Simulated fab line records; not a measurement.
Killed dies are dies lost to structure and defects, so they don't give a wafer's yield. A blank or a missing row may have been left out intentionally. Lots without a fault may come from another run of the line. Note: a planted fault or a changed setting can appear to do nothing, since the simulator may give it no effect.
Chamber matching    flow n5Finfet    4 sister chambers for N5_MOL_CONTACT_COAG_ETCH_124 on rieDiel-05
The step etches SiNx in CH3F/O2, stops on SiOC, target depth 6.5 nm. 4 wafers are shown with their chamber, then 11 later ones without.

EACH WAFER AND ITS CHAMBER
wafer   chamber  showerheadPlenumPTorr (Torr)
L082.2  3        1.98
L088.1  2        1.82
L088.3  1        2.07
L090.2  0        2.06

WAFERS WITH NO CHAMBER GIVEN
wafer   showerheadPlenumPTorr (Torr)
L090.3  2.07
L090.5  2.06
L091.3  1.81
L091.4  1.97
L091.6  2.07
L095.3  2.06
L095.5  2.06
L095.6  2.06
L096.2  2.06
L096.3  2.06
L096.5  1.97

WHICH CHAMBER EACH ONE RAN IN
wafer   from the rows above      in truth
L090.3  can't be placed: 1 or 0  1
L090.5  can't be placed: 0 or 1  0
L091.3  2                        2
L091.4  3                        3
L091.6  can't be placed: 1 or 0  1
L095.3  can't be placed: 0 or 1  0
L095.5  can't be placed: 0 or 1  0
L095.6  can't be placed: 0 or 1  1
L096.2  can't be placed: 0 or 1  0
L096.3  can't be placed: 0 or 1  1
L096.5  3                        3
Placed correctly: 3 of 11. From these rows, 8 cannot be placed; in 8 the true chamber is one of the candidates. 0 placed wrongly.
How it was worked out, from the rows above alone: a wafer's distance from a chamber is the root of the sum, over the readings, of the square of ((its reading less the chamber's mean) divided by the reading's scatter). If the next closest chamber is less than 2 further off than the closest, the wafer can't be placed; otherwise it belongs to the closest. Each chamber's mean is taken over the wafers shown for it. The scatter: with one shown wafer a chamber, the root of the mean of the squares of how far each hidden wafer lies from its nearest shown one.
